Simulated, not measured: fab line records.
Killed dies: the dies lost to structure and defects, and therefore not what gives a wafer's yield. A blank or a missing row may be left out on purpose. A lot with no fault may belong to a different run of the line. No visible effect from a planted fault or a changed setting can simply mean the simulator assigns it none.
Chamber matching | flow n5_finfet | N5_BEOL_M14_ILD_DEP_00 on pecvd-02: 3 sister chambers
The step deposits SiO2 from TEOS/O2, target thk 1119.3 nm, time 237.4 s. 6 wafers are shown with their chamber, then 8 later ones without.

== WAFERS PAIRED WITH THEIR CHAMBERS ==
wafer  | chamber | heater_power_w (W) | throttle_valve_pct (%)
L080.1 | 2       | 608                | 18.4
L081.2 | 2       | 671                | 18.5
L083.3 | 1       | 426                | 18.7
L083.4 | 1       | 493                | 19.0
L083.5 | 0       | 495                | 18.7
L086.2 | 0       | 638                | 18.7

== WAFERS WITHOUT THEIR CHAMBER ==
wafer  | heater_power_w (W) | throttle_valve_pct (%)
L086.3 | 517                | 18.7
L086.6 | 508                | 19.0
L088.1 | 717                | 18.8
L088.4 | 641                | 18.7
L088.5 | 506                | 18.9
L089.2 | 596                | 18.6
L089.3 | 698                | 18.7
L089.6 | 750                | 18.5

== CHAMBER TAKEN BY EACH ==
wafer  | from the rows above          | in truth
L086.3 | can't be placed: 0 or 1 or 2 | 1
L086.6 | can't be placed: 1 or 0      | 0
L088.1 | can't be placed: 0 or 2 or 1 | 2
L088.4 | can't be placed: 0 or 2 or 1 | 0
L088.5 | can't be placed: 1 or 0      | 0
L089.2 | can't be placed: 0 or 2 or 1 | 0
L089.3 | can't be placed: 0 or 2 or 1 | 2
L089.6 | can't be placed: 2 or 0      | 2
Correct placement for 0 of the 8. Unplaceable from these rows: 8, with the true chamber sitting among the candidates in 8. Number placed wrongly: 0.
How it was worked out, from the rows above alone: a wafer's distance from a chamber is the root of the sum, over the readings, of the square of ((its reading less the chamber's mean) divided by the reading's scatter). The wafer belongs to the nearest chamber; if the next one is less than 2 further off, it can't be placed. Each chamber's mean is taken over the wafers shown for it. How the scatter is found: for the shown wafers, subtract from each reading the mean of its chamber, square and add these, divide the total by (wafers less chambers), then take the root.
